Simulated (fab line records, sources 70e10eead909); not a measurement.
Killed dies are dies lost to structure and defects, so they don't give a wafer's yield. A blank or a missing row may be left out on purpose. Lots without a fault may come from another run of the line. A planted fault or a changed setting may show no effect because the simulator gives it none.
Chamber matching | flow nand_harc | NHARC_P_CONTACT_CMP_24 on cmp-01: 4 sister chambers
The step polishes, t overpolish 30 s, target thk 200 nm. 7 wafers are shown with their chamber, then 7 later ones without.

WAFERS WITH THEIR CHAMBER
wafer  | chamber | motor_current_A (A) | overpolish_run_s (s)
L076.4 | 3       | 12.1                | 30.001
L078.3 | 0       | 13.3                | 30.002
L078.5 | 1       | 13.9                | 30.003
L081.5 | 1       | 14.5                | 29.988
L081.6 | 2       | 12.3                | 30.005
L085.4 | 2       | 11.9                | 30.007
L085.5 | 3       | 11.6                | 29.984

WAFERS WITHOUT THEIR CHAMBER
wafer  | motor_current_A (A) | overpolish_run_s (s)
L085.6 | 12.2                | 29.987
L087.1 | 15.2                | 29.997
L087.4 | 11.1                | 30.002
L087.6 | 11.8                | 30.000
L090.4 | 12.3                | 30.001
L090.5 | 14.7                | 30.008
L090.6 | 12.3                | 29.989

WHICH CHAMBER EACH WENT THROUGH
wafer  | from the rows above          | in truth
L085.6 | can't be placed: 3 or 2      | 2
L087.1 | 1                            | 1
L087.4 | can't be placed: 3 or 2      | 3
L087.6 | can't be placed: 3 or 2      | 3
L090.4 | can't be placed: 2 or 3      | 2
L090.5 | 1                            | 1
L090.6 | can't be placed: 3 or 2 or 0 | 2
Placed correctly: 2 of 7. Can't be placed from these rows: 5 (the true chamber is among the candidates in 5). Placed wrongly: 0.
How it was worked out, from the rows above alone: a wafer's distance from a chamber is the root of the sum, over the readings, of the square of ((its reading less the chamber's mean) divided by the reading's scatter). The wafer belongs to the nearest chamber; if the next one is less than 2 further off, it can't be placed. A chamber's mean is the mean of its shown wafers. The scatter: the root of (the sum of the squares of (reading less its chamber's mean) over the shown wafers, divided by (wafers less chambers)).
